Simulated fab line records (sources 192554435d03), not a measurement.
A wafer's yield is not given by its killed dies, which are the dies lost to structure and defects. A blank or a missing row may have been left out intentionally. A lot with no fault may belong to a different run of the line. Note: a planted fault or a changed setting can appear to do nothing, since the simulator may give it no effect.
Which tool is to blame? || flow n5Finfet || Sampling: 24 lots, 72 wafers, 4 of 1938 route steps

## WHAT THE GAUGES SHOWED, per wafer
N5_BEOL_M13_CD_MEAS_10: the cd target is 190 nm. Usual: 189.9 nm for cdNm, sd 1.2.
{"lot": "L075", "measured": "day 11 10:52", "on": "cdSem-01", "cdNm (nm)": "189.0 189.9 189.1", "flag": ""}
{"lot": "L074", "measured": "day 11 11:35", "on": "cdSem-02", "cdNm (nm)": "188.3 191.4 187.9", "flag": ""}
{"lot": "L076", "measured": "day 11 21:27", "on": "cdSem-02", "cdNm (nm)": "187.4 190.5 187.2", "flag": ""}
{"lot": "L077", "measured": "day 12 07:49", "on": "cdSem-03", "cdNm (nm)": "188.7 189.2 188.1", "flag": ""}
{"lot": "L078", "measured": "day 12 13:06", "on": "cdSem-01", "cdNm (nm)": "190.7 190.0 190.8", "flag": ""}
{"lot": "L080", "measured": "day 12 16:52", "on": "cdSem-02", "cdNm (nm)": "190.6 192.2 190.7", "flag": ""}
{"lot": "L079", "measured": "day 13 05:44", "on": "cdSem-02", "cdNm (nm)": "190.2 188.6 190.5", "flag": ""}
{"lot": "L081", "measured": "day 13 07:09", "on": "cdSem-02", "cdNm (nm)": "191.3 192.7 192.8", "flag": ""}
{"lot": "L083", "measured": "day 13 07:57", "on": "cdSem-03", "cdNm (nm)": "191.1 191.6 192.6", "flag": ""}
{"lot": "L082", "measured": "day 13 17:04", "on": "cdSem-03", "cdNm (nm)": "190.1 188.0 187.3", "flag": ""}
{"lot": "L084", "measured": "day 14 03:47", "on": "cdSem-01", "cdNm (nm)": "188.9 190.3 192.1", "flag": ""}
{"lot": "L085", "measured": "day 14 07:39", "on": "cdSem-02", "cdNm (nm)": "189.2 189.3 191.0", "flag": ""}
{"lot": "L086", "measured": "day 14 10:59", "on": "cdSem-03", "cdNm (nm)": "189.8 190.0 190.2", "flag": ""}
{"lot": "L089", "measured": "day 14 19:32", "on": "cdSem-01", "cdNm (nm)": "191.6 189.4 189.7", "flag": ""}
{"lot": "L088", "measured": "day 14 19:51", "on": "cdSem-03", "cdNm (nm)": "190.7 191.5 190.2", "flag": ""}
{"lot": "L087", "measured": "day 15 01:17", "on": "cdSem-02", "cdNm (nm)": "191.3 189.9 190.9", "flag": ""}
{"lot": "L091", "measured": "day 15 01:20", "on": "cdSem-01", "cdNm (nm)": "188.1 189.7 189.5", "flag": ""}
{"lot": "L090", "measured": "day 15 03:06", "on": "cdSem-02", "cdNm (nm)": "190.0 189.1 190.2", "flag": ""}
{"lot": "L092", "measured": "day 15 23:40", "on": "cdSem-03", "cdNm (nm)": "188.7 188.9 189.8", "flag": ""}
{"lot": "L094", "measured": "day 16 00:18", "on": "cdSem-03", "cdNm (nm)": "189.2 189.3 189.0", "flag": ""}
{"lot": "L093", "measured": "day 16 00:34", "on": "cdSem-01", "cdNm (nm)": "188.5 189.6 190.2", "flag": ""}
{"lot": "L095", "measured": "day 16 18:19", "on": "cdSem-01", "cdNm (nm)": "189.7 188.8 189.8", "flag": ""}
{"lot": "L096", "measured": "day 16 18:03", "on": "cdSem-03", "cdNm (nm)": "190.3 190.6 190.3", "flag": ""}
{"lot": "L097", "measured": "day 17 10:04", "on": "cdSem-01", "cdNm (nm)": "191.3 190.2 191.7", "flag": ""}

N5_BEOL_M13_OVL_MEAS_29. Usual: M13_OVL typically reads 5 nm, with standard deviation 4.9.
{"lot": "L075", "measured": "day 11 11:58", "on": "overlay-02", "M13_OVL (nm)": "6 6 12", "flag": ""}
{"lot": "L074", "measured": "day 11 12:34", "on": "overlay-02", "M13_OVL (nm)": "7 5 2", "flag": ""}
{"lot": "L076", "measured": "day 12 00:04", "on": "overlay-02", "M13_OVL (nm)": "4 -6 4", "flag": ""}
{"lot": "L077", "measured": "day 12 08:55", "on": "overlay-02", "M13_OVL (nm)": "13 10 11", "flag": ""}
{"lot": "L078", "measured": "day 12 14:04", "on": "overlay-02", "M13_OVL (nm)": "1 1 5", "flag": ""}
{"lot": "L080", "measured": "day 12 17:50", "on": "overlay-02", "M13_OVL (nm)": "6 3 -1", "flag": ""}
{"lot": "L079", "measured": "day 13 06:44", "on": "overlay-01", "M13_OVL (nm)": "2 13 6", "flag": ""}
{"lot": "L081", "measured": "day 13 08:46", "on": "overlay-02", "M13_OVL (nm)": "1 4 3", "flag": ""}
{"lot": "L083", "measured": "day 13 09:03", "on": "overlay-02", "M13_OVL (nm)": "3 6 2", "flag": ""}
{"lot": "L082", "measured": "day 13 18:02", "on": "overlay-01", "M13_OVL (nm)": "2 4 5", "flag": ""}
{"lot": "L084", "measured": "day 14 04:55", "on": "overlay-01", "M13_OVL (nm)": "14 15 9", "flag": ""}
{"lot": "L085", "measured": "day 14 08:49", "on": "overlay-01", "M13_OVL (nm)": "1 4 1", "flag": ""}
{"lot": "L086", "measured": "day 14 11:59", "on": "overlay-01", "M13_OVL (nm)": "1 3 -6", "flag": ""}
{"lot": "L089", "measured": "day 14 20:38", "on": "overlay-02", "M13_OVL (nm)": "4 5 7", "flag": ""}
{"lot": "L088", "measured": "day 14 20:49", "on": "overlay-01", "M13_OVL (nm)": "11 17 4", "flag": ""}
{"lot": "L087", "measured": "day 15 02:23", "on": "overlay-01", "M13_OVL (nm)": "5 8 -2", "flag": ""}
{"lot": "L091", "measured": "day 15 02:33", "on": "overlay-02", "M13_OVL (nm)": "5 6 10", "flag": ""}
{"lot": "L090", "measured": "day 15 04:14", "on": "overlay-02", "M13_OVL (nm)": "8 -2 6", "flag": ""}
{"lot": "L092", "measured": "day 16 00:46", "on": "overlay-01", "M13_OVL (nm)": "8 12 13", "flag": ""}
{"lot": "L094", "measured": "day 16 01:26", "on": "overlay-01", "M13_OVL (nm)": "12 0 12", "flag": ""}
{"lot": "L093", "measured": "day 16 01:40", "on": "overlay-01", "M13_OVL (nm)": "18 8 9", "flag": ""}
{"lot": "L095", "measured": "day 16 19:17", "on": "overlay-01", "M13_OVL (nm)": "-1 0 10", "flag": ""}
{"lot": "L096", "measured": "day 16 19:08", "on": "overlay-01", "M13_OVL (nm)": "-4 8 0", "flag": ""}
{"lot": "L097", "measured": "day 17 11:10", "on": "overlay-02", "M13_OVL (nm)": "5 8 8", "flag": ""}

## EACH LOT AND THE TOOL THAT RAN IT (in order: tool; ch and the chambers of the sampled wafers; start)
{"lot": "L075", "N5_BEOL_M12_SPUTTER_44": "pvdSputter-03, day 11 08:36", "N5_BEOL_M12_SPUTTER_45": "pvdSputter-03, day 11 08:41"}
{"lot": "L074", "N5_BEOL_M12_SPUTTER_44": "pvdSputter-03, day 11 09:19", "N5_BEOL_M12_SPUTTER_45": "pvdSputter-03, day 11 09:24"}
{"lot": "L076", "N5_BEOL_M12_SPUTTER_44": "pvdSputter-02, day 11 19:50", "N5_BEOL_M12_SPUTTER_45": "pvdSputter-02, day 11 19:55"}
{"lot": "L077", "N5_BEOL_M12_SPUTTER_44": "pvdSputter-01, day 12 06:14", "N5_BEOL_M12_SPUTTER_45": "pvdSputter-01, day 12 06:19"}
{"lot": "L078", "N5_BEOL_M12_SPUTTER_44": "pvdSputter-03, day 12 11:25", "N5_BEOL_M12_SPUTTER_45": "pvdSputter-03, day 12 11:29"}
{"lot": "L080", "N5_BEOL_M12_SPUTTER_44": "pvdSputter-02, day 12 15:17", "N5_BEOL_M12_SPUTTER_45": "pvdSputter-02, day 12 15:22"}
{"lot": "L079", "N5_BEOL_M12_SPUTTER_44": "pvdSputter-01, day 13 04:02", "N5_BEOL_M12_SPUTTER_45": "pvdSputter-01, day 13 04:07"}
{"lot": "L081", "N5_BEOL_M12_SPUTTER_44": "pvdSputter-02, day 13 05:34", "N5_BEOL_M12_SPUTTER_45": "pvdSputter-02, day 13 05:39"}
{"lot": "L083", "N5_BEOL_M12_SPUTTER_44": "pvdSputter-02, day 13 06:22", "N5_BEOL_M12_SPUTTER_45": "pvdSputter-02, day 13 06:27"}
{"lot": "L082", "N5_BEOL_M12_SPUTTER_44": "pvdSputter-01, day 13 15:22", "N5_BEOL_M12_SPUTTER_45": "pvdSputter-01, day 13 15:26"}
{"lot": "L084", "N5_BEOL_M12_SPUTTER_44": "pvdSputter-01, day 14 01:25", "N5_BEOL_M12_SPUTTER_45": "pvdSputter-01, day 14 01:30"}
{"lot": "L085", "N5_BEOL_M12_SPUTTER_44": "pvdSputter-02, day 14 06:04", "N5_BEOL_M12_SPUTTER_45": "pvdSputter-02, day 14 06:08"}
{"lot": "L086", "N5_BEOL_M12_SPUTTER_44": "pvdSputter-01, day 14 09:16", "N5_BEOL_M12_SPUTTER_45": "pvdSputter-01, day 14 09:21"}
{"lot": "L089", "N5_BEOL_M12_SPUTTER_44": "pvdSputter-02, day 14 17:53", "N5_BEOL_M12_SPUTTER_45": "pvdSputter-02, day 14 17:58"}
{"lot": "L088", "N5_BEOL_M12_SPUTTER_44": "pvdSputter-02, day 14 18:12", "N5_BEOL_M12_SPUTTER_45": "pvdSputter-02, day 14 18:17"}
{"lot": "L087", "N5_BEOL_M12_SPUTTER_44": "pvdSputter-01, day 14 23:34", "N5_BEOL_M12_SPUTTER_45": "pvdSputter-01, day 14 23:38"}
{"lot": "L091", "N5_BEOL_M12_SPUTTER_44": "pvdSputter-02, day 14 23:41", "N5_BEOL_M12_SPUTTER_45": "pvdSputter-02, day 14 23:46"}
{"lot": "L090", "N5_BEOL_M12_SPUTTER_44": "pvdSputter-03, day 15 01:30", "N5_BEOL_M12_SPUTTER_45": "pvdSputter-03, day 15 01:35"}
{"lot": "L092", "N5_BEOL_M12_SPUTTER_44": "pvdSputter-01, day 15 22:05", "N5_BEOL_M12_SPUTTER_45": "pvdSputter-01, day 15 22:10"}
{"lot": "L094", "N5_BEOL_M12_SPUTTER_44": "pvdSputter-01, day 15 22:35", "N5_BEOL_M12_SPUTTER_45": "pvdSputter-01, day 15 22:40"}
{"lot": "L093", "N5_BEOL_M12_SPUTTER_44": "pvdSputter-01, day 15 22:59", "N5_BEOL_M12_SPUTTER_45": "pvdSputter-01, day 15 23:04"}
{"lot": "L095", "N5_BEOL_M12_SPUTTER_44": "pvdSputter-03, day 16 16:11", "N5_BEOL_M12_SPUTTER_45": "pvdSputter-03, day 16 16:16"}
{"lot": "L096", "N5_BEOL_M12_SPUTTER_44": "pvdSputter-02, day 16 16:11", "N5_BEOL_M12_SPUTTER_45": "pvdSputter-02, day 16 16:16"}
{"lot": "L097", "N5_BEOL_M12_SPUTTER_44": "pvdSputter-02, day 17 08:23", "N5_BEOL_M12_SPUTTER_45": "pvdSputter-02, day 17 08:28"}
- N5_BEOL_M12_SPUTTER_44: material Ta, target thk 10 nm, time 16.13 s.
- N5_BEOL_M12_SPUTTER_45: material Cu, target thk 80 nm, time 13.33 s.

## AS READ BY THE TOOLS THEMSELVES (means over the sampled wafers that have a number; for cases with no such wafer, the mark the record gives instead)
N5_BEOL_M12_SPUTTER_44. Usual: 29.8 % for throttleValvePct, sd 1.2.
{"lot": "L075", "tool": "pvdSputter-03", "throttleValvePct (%)": 28.4, "flag": ""}
{"lot": "L074", "tool": "pvdSputter-03", "throttleValvePct (%)": 29.4, "flag": ""}
{"lot": "L076", "tool": "pvdSputter-02", "throttleValvePct (%)": 29.7, "flag": ""}
{"lot": "L077", "tool": "pvdSputter-01", "throttleValvePct (%)": 30.7, "flag": ""}
{"lot": "L078", "tool": "pvdSputter-03", "throttleValvePct (%)": 29.2, "flag": ""}
{"lot": "L080", "tool": "pvdSputter-02", "throttleValvePct (%)": 28.7, "flag": ""}
{"lot": "L079", "tool": "pvdSputter-01", "throttleValvePct (%)": 28.6, "flag": ""}
{"lot": "L081", "tool": "pvdSputter-02", "throttleValvePct (%)": 30.3, "flag": ""}
{"lot": "L083", "tool": "pvdSputter-02", "throttleValvePct (%)": 30.1, "flag": ""}
{"lot": "L082", "tool": "pvdSputter-01", "throttleValvePct (%)": 30.5, "flag": ""}
{"lot": "L084", "tool": "pvdSputter-01", "throttleValvePct (%)": 30.7, "flag": ""}
{"lot": "L085", "tool": "pvdSputter-02", "throttleValvePct (%)": 29.1, "flag": ""}
{"lot": "L086", "tool": "pvdSputter-01", "throttleValvePct (%)": 29.1, "flag": ""}
{"lot": "L089", "tool": "pvdSputter-02", "throttleValvePct (%)": 29.1, "flag": ""}
{"lot": "L088", "tool": "pvdSputter-02", "throttleValvePct (%)": 30.2, "flag": ""}
{"lot": "L087", "tool": "pvdSputter-01", "throttleValvePct (%)": 29.3, "flag": ""}
{"lot": "L091", "tool": "pvdSputter-02", "throttleValvePct (%)": 29.3, "flag": ""}
{"lot": "L090", "tool": "pvdSputter-03", "throttleValvePct (%)": 30.8, "flag": ""}
{"lot": "L092", "tool": "pvdSputter-01", "throttleValvePct (%)": 29.6, "flag": ""}
{"lot": "L094", "tool": "pvdSputter-01", "throttleValvePct (%)": 29.6, "flag": ""}
{"lot": "L093", "tool": "pvdSputter-01", "throttleValvePct (%)": 30.9, "flag": ""}
{"lot": "L095", "tool": "pvdSputter-03", "throttleValvePct (%)": 29.4, "flag": ""}
{"lot": "L096", "tool": "pvdSputter-02", "throttleValvePct (%)": 31.1, "flag": ""}
{"lot": "L097", "tool": "pvdSputter-02", "throttleValvePct (%)": 28.8, "flag": ""}

N5_BEOL_M12_SPUTTER_45. Usual: 29.9 % for throttleValvePct, sd 1.2.
{"lot": "L075", "tool": "pvdSputter-03", "throttleValvePct (%)": 28.4, "flag": ""}
{"lot": "L074", "tool": "pvdSputter-03", "throttleValvePct (%)": 29.3, "flag": ""}
{"lot": "L076", "tool": "pvdSputter-02", "throttleValvePct (%)": 29.9, "flag": ""}
{"lot": "L077", "tool": "pvdSputter-01", "throttleValvePct (%)": 30.5, "flag": ""}
{"lot": "L078", "tool": "pvdSputter-03", "throttleValvePct (%)": 29.3, "flag": ""}
{"lot": "L080", "tool": "pvdSputter-02", "throttleValvePct (%)": 28.8, "flag": ""}
{"lot": "L079", "tool": "pvdSputter-01", "throttleValvePct (%)": 28.7, "flag": ""}
{"lot": "L081", "tool": "pvdSputter-02", "throttleValvePct (%)": 30.5, "flag": ""}
{"lot": "L083", "tool": "pvdSputter-02", "throttleValvePct (%)": 30.0, "flag": ""}
{"lot": "L082", "tool": "pvdSputter-01", "throttleValvePct (%)": 30.4, "flag": ""}
{"lot": "L084", "tool": "pvdSputter-01", "throttleValvePct (%)": 30.5, "flag": ""}
{"lot": "L085", "tool": "pvdSputter-02", "throttleValvePct (%)": 29.5, "flag": ""}
{"lot": "L086", "tool": "pvdSputter-01", "throttleValvePct (%)": 29.2, "flag": ""}
{"lot": "L089", "tool": "pvdSputter-02", "throttleValvePct (%)": 29.3, "flag": ""}
{"lot": "L088", "tool": "pvdSputter-02", "throttleValvePct (%)": 30.2, "flag": ""}
{"lot": "L087", "tool": "pvdSputter-01", "throttleValvePct (%)": 29.5, "flag": ""}
{"lot": "L091", "tool": "pvdSputter-02", "throttleValvePct (%)": 29.3, "flag": ""}
{"lot": "L090", "tool": "pvdSputter-03", "throttleValvePct (%)": 31.0, "flag": ""}
{"lot": "L092", "tool": "pvdSputter-01", "throttleValvePct (%)": 29.5, "flag": ""}
{"lot": "L094", "tool": "pvdSputter-01", "throttleValvePct (%)": 29.7, "flag": ""}
{"lot": "L093", "tool": "pvdSputter-01", "throttleValvePct (%)": 31.0, "flag": ""}
{"lot": "L095", "tool": "pvdSputter-03", "throttleValvePct (%)": 29.3, "flag": ""}
{"lot": "L096", "tool": "pvdSputter-02", "throttleValvePct (%)": 31.2, "flag": ""}
{"lot": "L097", "tool": "pvdSputter-02", "throttleValvePct (%)": 28.9, "flag": ""}

## THE ANSWER, worked out from the rows above alone
Rule: a lot is off if the mean of its wafers that have a number lies more than 3 standard deviations from the usual mean. A lot without any number at a reading at which 4 lots or more have one is off too. All remaining lots with rows at the step are treated as sound. First the gauges in route order, then the tools' own readings, where a lot's mean is used as printed above. At the first step where some lot is off, the reading lying furthest off is the one used; lots without a number count as furthest.
No lot is off at any reading shown: from this, nothing can be told.

## WHAT THE SIMULATOR HAD INSERTED
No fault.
